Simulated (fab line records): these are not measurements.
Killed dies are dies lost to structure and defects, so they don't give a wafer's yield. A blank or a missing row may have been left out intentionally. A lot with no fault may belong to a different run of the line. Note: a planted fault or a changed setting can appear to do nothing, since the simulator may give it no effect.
Matching of chambers | flow nand_harc | wet_bench-07 running NHARC_A_STAIRCASE_STRIP_255: 7 sister chambers
The step strips in SPM, time 900 s. 12 wafers are shown with their chamber, then 7 later ones without.

== WAFERS, EACH WITH ITS CHAMBER ==
wafer  | chamber | bath_guard_temp_C (C)
L476.3 | 5       | 129.3
L476.5 | 6       | 130.5
L477.1 | 7       | 129.7
L477.3 | 1       | 129.5
L479.1 | 4       | 130.0
L479.2 | 2       | 129.8
L479.3 | 0       | 129.7
L480.1 | 4       | 130.1
L480.4 | 5       | 129.6
L480.6 | 6       | 130.2
L484.2 | 2       | 130.2
L484.5 | 0       | 129.8

== WAFERS WITH NO CHAMBER GIVEN ==
wafer  | bath_guard_temp_C (C)
L484.6 | 129.4
L485.4 | 129.7
L485.5 | 129.6
L485.6 | 130.1
L497.3 | 129.5
L497.4 | 129.5
L497.6 | 129.5

== WHICH CHAMBER EACH WENT THROUGH ==
wafer  | from the rows above                         | in truth
L484.6 | can't be placed: 5 or 1 or 7 or 0           | 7
L485.4 | can't be placed: 7 or 0 or 1 or 5 or 2 or 4 | 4
L485.5 | can't be placed: 1 or 7 or 0 or 5 or 2 or 4 | 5
L485.6 | can't be placed: 4 or 2 or 6 or 0 or 7      | 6
L497.3 | can't be placed: 1 or 5 or 7 or 0           | 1
L497.4 | can't be placed: 1 or 5 or 7 or 0           | 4
L497.6 | can't be placed: 1 or 5 or 7 or 0           | 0
Correctly placed: 0 of 7. Unplaceable from these rows: 7, with the true chamber sitting among the candidates in 6. Placed wrongly: 0.
How it was worked out, from the rows above alone: a wafer's distance from a chamber is the root of the sum, over the readings, of the square of ((its reading less the chamber's mean) divided by the reading's scatter). If the next closest chamber is less than 2 further off than the closest, the wafer can't be placed; otherwise it belongs to the closest. Each chamber's mean is taken over the wafers shown for it. The scatter is the square root of a quotient: the sum, over the shown wafers, of each reading's squared deviation from its chamber's mean, divided by wafers minus chambers.
